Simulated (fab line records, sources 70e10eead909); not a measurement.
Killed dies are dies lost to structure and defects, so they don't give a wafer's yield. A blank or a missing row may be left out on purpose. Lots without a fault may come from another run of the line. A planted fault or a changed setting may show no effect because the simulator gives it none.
Which tool did it? | flow nand_harc | 13 lots, 37 wafers sampled, at 5 steps of a route of 1159

WHAT THE GAUGES READ, wafer by wafer
NHARC_END_SORT_01.
lot  | measured     | on        | killed_at_array | killed_at_other | killed_at_periphery | killed_dies | killed_open | killed_short
L828 | day 23 06:32 | prober-02 | 30 23 25        | 2 2 0           | 2 1 1               | 34 26 26    | 4 4 3       | 0 0 3

WHICH TOOL RAN EACH LOT (tool, then ch and the chambers of the sampled wafers, then the start)
lot  | NHARC_A_SGD_CUT_ETCH_15                       | NHARC_A_SLIT_DEP_00           | NHARC_A_SLIT_DEP_23             | NHARC_A_SLIT_SOFTBAKE_04
L816 | rie_diel-06 ch 1,2,3, day 14 15:20 or earlier | acl_dep-01 ch 0, day 14 15:20 | pecvd-01 ch 0,1, day 14 16:43   | litho_track-04 ch 0, day 14 16:00
L815 | rie_diel-12 ch 1,3, day 14 14:44 or earlier   | acl_dep-02 ch 0, day 14 14:44 | pecvd-04 ch 0,2, day 14 16:44   | litho_track-06 ch 0, day 14 17:00
L818 | rie_diel-09 ch 0,1, day 15 05:20 or earlier   | acl_dep-01 ch 0, day 15 05:20 | pecvd-01 ch 1,2, day 15 07:04   | litho_track-06 ch 0, day 15 07:00
L823 | rie_diel-09 ch 1,2, day 16 12:01 or earlier   | acl_dep-01 ch 0, day 16 12:01 | pecvd-04 ch 0, day 16 14:04     | litho_track-06 ch 0, day 16 14:00
L822 | rie_diel-12 ch 0,1,2, day 16 12:39 or earlier | acl_dep-02 ch 0, day 16 12:39 | pecvd-01 ch 0, day 16 14:22     | litho_track-06 ch 0, day 16 14:00
L825 | rie_diel-06 ch 1,2,3, day 17 08:10 or earlier | acl_dep-03 ch 0, day 17 08:10 | pecvd-04 ch 1,2, day 17 10:08   | litho_track-01 ch 0, day 17 10:00
L827 | rie_diel-09 ch 0,1,3, day 17 23:31 or earlier | acl_dep-01 ch 0, day 17 23:31 | pecvd-03 ch 0,1,2, day 18 00:50 | litho_track-04 ch 0, day 18 01:00
L828 | rie_diel-06 ch 0,1, day 17 21:06 or earlier   | acl_dep-03 ch 0, day 17 21:06 | pecvd-04 ch 1,2, day 17 23:10   | litho_track-01 ch 0, day 17 23:00
L831 | rie_diel-09 ch 1,2, day 18 07:53 or earlier   | acl_dep-02 ch 0, day 18 07:53 | pecvd-04 ch 1,2, day 18 09:33   | litho_track-01 ch 0, day 18 09:00
L833 | rie_diel-06 ch 0,1,2, day 19 06:53 or earlier | acl_dep-03 ch 0, day 19 06:53 | pecvd-03 ch 0,1,2, day 19 08:01 | litho_track-06 ch 0, day 19 08:00
L834 | rie_diel-12 ch 0,2,3, day 18 23:17            | acl_dep-02 ch 0, day 19 06:00 | pecvd-01 ch 1,2, day 19 07:43   | litho_track-04 ch 0, day 19 07:00
L836 | rie_diel-12 ch 0,1, day 19 20:26 or earlier   | acl_dep-02 ch 0, day 19 20:26 | pecvd-04 ch 0,1, day 19 21:46   | litho_track-04 ch 0, day 19 22:00
L835 | rie_diel-12 ch 1,2,3, day 20 06:28 or earlier | acl_dep-03 ch 0, day 20 06:28 | pecvd-03 ch 0,2, day 20 07:52   | litho_track-01 ch 0, day 20 08:00
- NHARC_A_SGD_CUT_ETCH_15: etches the open film in CH3F/O2, target depth 75 nm, time 64.3 s.
- NHARC_A_SLIT_DEP_00: deposits aC, target thk 3200 nm.
- NHARC_A_SLIT_DEP_23: deposits SiON, target thk 100 nm.
- NHARC_A_SLIT_SOFTBAKE_04: time 55 s.

WHAT THE TOOLS THEMSELVES READ (means of the sampled wafers that have a number; where no wafer has one, the mark that the record gives instead)
NHARC_A_SGD_CUT_ETCH_15.
lot  | tool        | drypump_motor_current_A (A) | oes_product_au (a.u.) | rf_vpp_V (V) | showerhead_plenum_p_Torr (Torr) | throttle_valve_pct (%)
L816 | rie_diel-06 | 5.7                         | 0.964                 | 263.9        | 2.43                            | 20.655
L815 | rie_diel-12 | 6.0                         | 0.972                 | 264.0        | 2.46                            | 20.661
L818 | rie_diel-09 | 5.1                         | 0.958                 | 265.1        | 2.54                            | 20.663
L823 | rie_diel-09 | 5.8                         | 0.952                 | 262.9        | 2.42                            | 20.669
L822 | rie_diel-12 | 5.9                         | 0.968                 | 263.6        | 2.41                            | 20.665
L825 | rie_diel-06 | 5.7                         | 0.960                 | 263.3        | 2.43                            | 20.668
L827 | rie_diel-09 | 5.2                         | 0.965                 | 265.6        | 2.52                            | 20.655
L828 | rie_diel-06 | 5.9                         | 0.970                 | 263.9        | 2.43                            | 20.664
L831 | rie_diel-09 | 5.6                         | 0.975                 | 263.5        | 2.44                            | 20.672
L833 | rie_diel-06 | 5.6                         | 0.962                 | 264.7        | 2.44                            | 20.660
L834 | rie_diel-12 | 6.2                         | 0.997                 | 263.6        | 2.46                            | 20.665
L836 | rie_diel-12 | 5.6                         | 0.948                 | 262.2        | 2.34                            | 20.659
L835 | rie_diel-12 | 6.1                         | 0.967                 | 264.1        | 2.48                            | 20.667

NHARC_A_SLIT_DEP_00.
lot  | tool       | throttle_valve_pct (%)
L816 | acl_dep-01 | 34.995
L815 | acl_dep-02 | 34.996
L818 | acl_dep-01 | 35.001
L823 | acl_dep-01 | 34.998
L822 | acl_dep-02 | 35.001
L825 | acl_dep-03 | 35.007
L827 | acl_dep-01 | 35.017
L828 | acl_dep-03 | 35.010
L831 | acl_dep-02 | 34.995
L833 | acl_dep-03 | 35.015
L834 | acl_dep-02 | 35.000
L836 | acl_dep-02 | 34.995
L835 | acl_dep-03 | 35.003

NHARC_A_SLIT_DEP_23.
lot  | tool     | heater_power_outer_w (W) | heater_power_w (W) | showerhead_vpp_V (V)
L816 | pecvd-01 | 534                      | 924                | 1161
L815 | pecvd-04 | 389                      | 654                | 1183
L818 | pecvd-01 | 396                      | 660                | 1188
L823 | pecvd-04 | 428                      | 704                | 1147
L822 | pecvd-01 | 571                      | 997                | 1148
L825 | pecvd-04 | 442                      | 735                | 1178
L827 | pecvd-03 | 408                      | 670                | 1189
L828 | pecvd-04 | 466                      | 756                | 1180
L831 | pecvd-04 | 487                      | 802                | 1145
L833 | pecvd-03 | 387                      | 654                | 1182
L834 | pecvd-01 | 479                      | 784                | 1188
L836 | pecvd-04 | 513                      | 852                | 1139
L835 | pecvd-03 | 395                      | 670                | 1134

NHARC_A_SLIT_SOFTBAKE_04.
lot  | tool           | heater_power_total_W (W) | plate_temp_C (C)
L816 | litho_track-04 | 188.54                   | 104.99
L815 | litho_track-06 | 188.47                   | 105.20
L818 | litho_track-06 | 196.88                   | 104.92
L823 | litho_track-06 | 196.69                   | 105.01
L822 | litho_track-06 | 193.98                   | 105.08
L825 | litho_track-01 | 188.54                   | 105.09
L827 | litho_track-04 | 188.35                   | 105.14
L828 | litho_track-01 | 188.39                   | 105.09
L831 | litho_track-01 | 188.45                   | 105.11
L833 | litho_track-06 | 188.41                   | 104.94
L834 | litho_track-04 | 188.45                   | 104.92
L836 | litho_track-04 | 188.49                   | 104.93
L835 | litho_track-01 | 188.49                   | 105.00

THE ANSWER, worked out from the rows above alone
Rule: what is usual is taken from the lots themselves. Put in order of their means at a reading, lots are off if they are a third of the lots or fewer, leave a main group of 4 or more, and stand apart from it by a gap of 3 or more times the standard deviation of the main group's means; of several such gaps the widest counts. A main group whose means are all the same, to the digits that the tables above print for the reading, isn't used. A lot without any number at a reading at which 4 lots or more have one is off too. The other lots that the step has rows for count as sound. The gauges are gone through in route order, then the tools' own readings, and for those a lot's mean is taken as printed above. The first step at which some lot is off is used, and at that step the reading that is off furthest; a lot without a number counts as furthest.
Off: L818, L823, L822, at NHARC_A_SLIT_SOFTBAKE_04 (heater_power_total_W). The main group: mean 188.46 W, standard deviation 0.059.
A tool fits if, at that step or a process step before it, it ran every lot that is off, and no sound lot after the first of them. NHARC_A_SGD_CUT_ETCH_15 gives no start for some lots, so the hours and the order of its lots are those of NHARC_A_SLIT_DEP_00. None of those tried fits.

WHAT THE SIMULATOR HAD PUT IN
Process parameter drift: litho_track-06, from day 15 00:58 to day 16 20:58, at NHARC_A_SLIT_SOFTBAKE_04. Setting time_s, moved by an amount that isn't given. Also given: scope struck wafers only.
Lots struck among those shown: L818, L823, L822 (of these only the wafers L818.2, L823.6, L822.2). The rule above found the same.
